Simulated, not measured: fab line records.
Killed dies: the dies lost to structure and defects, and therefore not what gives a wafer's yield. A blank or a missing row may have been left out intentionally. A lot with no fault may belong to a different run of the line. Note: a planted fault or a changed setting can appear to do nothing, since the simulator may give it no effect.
Split-lot experiment || flow n5-finfet || route with 1938 steps; 7 lots, 21 wafers read

== SPLIT DETAILS ==
At N5_BEOL_M4_ETCH_64 (etches SOC in N2/H2, target depth 75 nm, overetch 22.5 nm, time 121.9 s), the setting bias-w was moved away from the recipe's 150 W on 13 of the 21 wafers read, by -16.1% to +16.7%. The other wafers ran this setting at the recipe's value.

The reading is taken at the split's own step.

== THE READING ==
rf-vpp-V, in V, at N5_BEOL_M4_ETCH_64 (etches SOC in N2/H2, target depth 75 nm, overetch 22.5 nm, time 121.9 s). Fault-free wafers of this fab line usually give 524.9 V, standard deviation 2.3 V.

{"wafer": "L077.2", "tool, chamber at the split": "rie-diel-01, 1", "bias-w as run, W": 150, "against the recipe": "recipe", "rf-vpp-V, V": 524.2, "against lot-mates on the recipe": "-"}
{"wafer": "L077.4", "tool, chamber at the split": "rie-diel-01, 0", "bias-w as run, W": 162.6, "against the recipe": "+8.4%", "rf-vpp-V, V": 552.6, "against lot-mates on the recipe": "+28.4"}
{"wafer": "L077.6", "tool, chamber at the split": "rie-diel-01, 2", "bias-w as run, W": 162.6, "against the recipe": "+8.4%", "rf-vpp-V, V": 553.8, "against lot-mates on the recipe": "+29.6"}
{"wafer": "L074.3", "tool, chamber at the split": "rie-diel-05, 3", "bias-w as run, W": 150, "against the recipe": "recipe", "rf-vpp-V, V": 528.8, "against lot-mates on the recipe": "-"}
{"wafer": "L074.4", "tool, chamber at the split": "rie-diel-05, 1", "bias-w as run, W": 150, "against the recipe": "recipe", "rf-vpp-V, V": 521.7, "against lot-mates on the recipe": "-"}
{"wafer": "L074.6", "tool, chamber at the split": "rie-diel-05, 2", "bias-w as run, W": 150, "against the recipe": "recipe", "rf-vpp-V, V": 526.8, "against lot-mates on the recipe": "-"}
{"wafer": "L079.4", "tool, chamber at the split": "rie-diel-03, 1", "bias-w as run, W": 150, "against the recipe": "recipe", "rf-vpp-V, V": 525.2, "against lot-mates on the recipe": "-"}
{"wafer": "L079.5", "tool, chamber at the split": "rie-diel-03, 3", "bias-w as run, W": 175.1, "against the recipe": "+16.7%", "rf-vpp-V, V": 573.2, "against lot-mates on the recipe": "+48.0"}
{"wafer": "L079.6", "tool, chamber at the split": "rie-diel-03, 0", "bias-w as run, W": 175.1, "against the recipe": "+16.7%", "rf-vpp-V, V": 581.4, "against lot-mates on the recipe": "+56.2"}
{"wafer": "L082.1", "tool, chamber at the split": "rie-diel-05, 3", "bias-w as run, W": 150, "against the recipe": "recipe", "rf-vpp-V, V": 527.9, "against lot-mates on the recipe": "-"}
{"wafer": "L082.5", "tool, chamber at the split": "rie-diel-05, 1", "bias-w as run, W": 125.9, "against the recipe": "-16.1%", "rf-vpp-V, V": 467.2, "against lot-mates on the recipe": -60.7}
{"wafer": "L082.6", "tool, chamber at the split": "rie-diel-05, 0", "bias-w as run, W": 125.9, "against the recipe": "-16.1%", "rf-vpp-V, V": 467.9, "against lot-mates on the recipe": -60.0}
{"wafer": "L085.3", "tool, chamber at the split": "rie-diel-05, 0", "bias-w as run, W": 150, "against the recipe": "recipe", "rf-vpp-V, V": 521.3, "against lot-mates on the recipe": "-"}
{"wafer": "L085.4", "tool, chamber at the split": "rie-diel-05, 3", "bias-w as run, W": 139.8, "against the recipe": "-6.8%", "rf-vpp-V, V": 506.0, "against lot-mates on the recipe": -15.3}
{"wafer": "L085.6", "tool, chamber at the split": "rie-diel-05, 3", "bias-w as run, W": 139.8, "against the recipe": "-6.8%", "rf-vpp-V, V": 503.9, "against lot-mates on the recipe": -17.4}
{"wafer": "L087.4", "tool, chamber at the split": "rie-diel-01, 2", "bias-w as run, W": 167.7, "against the recipe": "+11.8%", "rf-vpp-V, V": 564.5, "against lot-mates on the recipe": "no lot-mate on the recipe"}
{"wafer": "L087.5", "tool, chamber at the split": "rie-diel-01, 1", "bias-w as run, W": 167.7, "against the recipe": "+11.8%", "rf-vpp-V, V": 563.0, "against lot-mates on the recipe": "no lot-mate on the recipe"}
{"wafer": "L087.6", "tool, chamber at the split": "rie-diel-01, 2", "bias-w as run, W": 167.7, "against the recipe": "+11.8%", "rf-vpp-V, V": 564.2, "against lot-mates on the recipe": "no lot-mate on the recipe"}
{"wafer": "L092.1", "tool, chamber at the split": "rie-diel-01, 3", "bias-w as run, W": 150, "against the recipe": "recipe", "rf-vpp-V, V": 525.4, "against lot-mates on the recipe": "-"}
{"wafer": "L092.4", "tool, chamber at the split": "rie-diel-01, 0", "bias-w as run, W": 158, "against the recipe": "+5.3%", "rf-vpp-V, V": 541.0, "against lot-mates on the recipe": "+15.6"}
{"wafer": "L092.5", "tool, chamber at the split": "rie-diel-01, 2", "bias-w as run, W": 158, "against the recipe": "+5.3%", "rf-vpp-V, V": 543.8, "against lot-mates on the recipe": "+18.4"}

FIT RESULTS
A straight line over all 21 wafers: rf-vpp-V changes by +3.32 V for each +1% of bias-w; r = +1.00; the points scatter about the line by 2.9 V.
The same after taking each lot's own level away (the mean of its wafers on the recipe; 18 wafers): +3.35 V for each +1%; r = +0.99; scatter 4.1 V.
That fit puts the effect of the largest move of bias-w on the reading at 56 V.
From 521.30 to 527.90 V: that is the span of the lots' own levels, equal to 2.9 times the standard deviation above.
Hence the lot-to-lot level has little effect on the slope; both slopes agree.
Check: for one of the wafers moved furthest among these (+16.7%), held out of the fit, the line's prediction against its lot-mates is +58.1 V. It came out at +48 V against them.
Tool readings at the split's step, against how far the setting was moved: rf-vpp-V r = +1.00.

== THESE WAFERS: OTHER SPLITS ==
Other splits were also applied to these wafers ahead of the reading. Each is held against what the fit with the lots' levels taken away leaves over:
{"other split on the same wafers": "N5_BEOL_M4_EXPOSE_08 dose-mj", "wafers away from the commonest value": 7, "r with rf-vpp-V (lot level and that fit taken away)": "+0.56"}

== THE WHOLE CHAIN: every reading that the file lists as answering this split, in the file's order ==
{"step": "N5_BEOL_M4_ETCH_64", "what it does": "etches SOC in N2/H2, target depth 75 nm, overetch 22.5 nm, time 121.9 s", "reading": "rf-vpp-V", "change (the file's fit)": "+3.35 V for each +1% of the setting", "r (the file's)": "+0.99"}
{"step": "N5_BEOL_M4_ETCH_64", "what it does": "etches SOC in N2/H2, target depth 75 nm, overetch 22.5 nm, time 121.9 s", "reading": "SiARC_of_BEOL_M4_COAT_62.thk-nm (the simulator's own value, which no gauge read)", "change (the file's fit)": "-0.0714 nm for each +1% of the setting", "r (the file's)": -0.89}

== THE FILE'S OWN FIT ==
rf-vpp-V changes by +3.35 V for each +1% of bias-w, r = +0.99.
